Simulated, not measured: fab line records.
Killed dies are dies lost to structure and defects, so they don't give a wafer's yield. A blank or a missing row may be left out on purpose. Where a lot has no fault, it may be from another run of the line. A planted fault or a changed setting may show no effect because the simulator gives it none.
Matching of chambers || flow n5 finfet || N5_BEOL_M9_ETCH_62 on rie diel-01 has 4 sister chambers
The step etches SOC in N2/H2, target depth 110 nm, overetch 22 nm, time 165 s. 4 wafers are shown with their chamber, then 10 later ones without.

EACH WAFER AND ITS CHAMBER
{"wafer": "L091.1", "chamber": 2, "drypump motor current A (A)": 4.8}
{"wafer": "L090.2", "chamber": 1, "drypump motor current A (A)": 5.7}
{"wafer": "L094.1", "chamber": 3, "drypump motor current A (A)": 5.5}
{"wafer": "L094.3", "chamber": 0, "drypump motor current A (A)": 5.8}

WAFERS WITH NO CHAMBER GIVEN
{"wafer": "L094.4", "drypump motor current A (A)": 4.9}
{"wafer": "L095.2", "drypump motor current A (A)": 4.8}
{"wafer": "L095.4", "drypump motor current A (A)": 5.5}
{"wafer": "L095.5", "drypump motor current A (A)": 5.5}
{"wafer": "L096.1", "drypump motor current A (A)": 5.7}
{"wafer": "L096.3", "drypump motor current A (A)": 5.5}
{"wafer": "L096.6", "drypump motor current A (A)": 5.7}
{"wafer": "L097.3", "drypump motor current A (A)": 5.5}
{"wafer": "L097.4", "drypump motor current A (A)": 5.8}
{"wafer": "L097.6", "drypump motor current A (A)": 5.7}

WHICH CHAMBER EACH ONE RAN IN
{"wafer": "L094.4", "from the rows above": 2, "in truth": 2}
{"wafer": "L095.2", "from the rows above": 2, "in truth": 2}
{"wafer": "L095.4", "from the rows above": 3, "in truth": 3}
{"wafer": "L095.5", "from the rows above": 3, "in truth": 3}
{"wafer": "L096.1", "from the rows above": 1, "in truth": 1}
{"wafer": "L096.3", "from the rows above": 3, "in truth": 3}
{"wafer": "L096.6", "from the rows above": 1, "in truth": 1}
{"wafer": "L097.3", "from the rows above": 3, "in truth": 3}
{"wafer": "L097.4", "from the rows above": 0, "in truth": 0}
{"wafer": "L097.6", "from the rows above": 1, "in truth": 1}
Placed correctly: 10 of 10. Not placeable from these rows: 0. Wrongly placed: 0.
How it was worked out, from the rows above alone: a wafer's distance from a chamber is the root of the sum, over the readings, of the square of ((its reading less the chamber's mean) divided by the reading's scatter). If the next closest chamber is less than 2 further off than the closest, the wafer can't be placed; otherwise it belongs to the closest. Each chamber's mean is taken over the wafers shown for it. The scatter: with one shown wafer a chamber, the root of the mean of the squares of how far each hidden wafer lies from its nearest shown one.
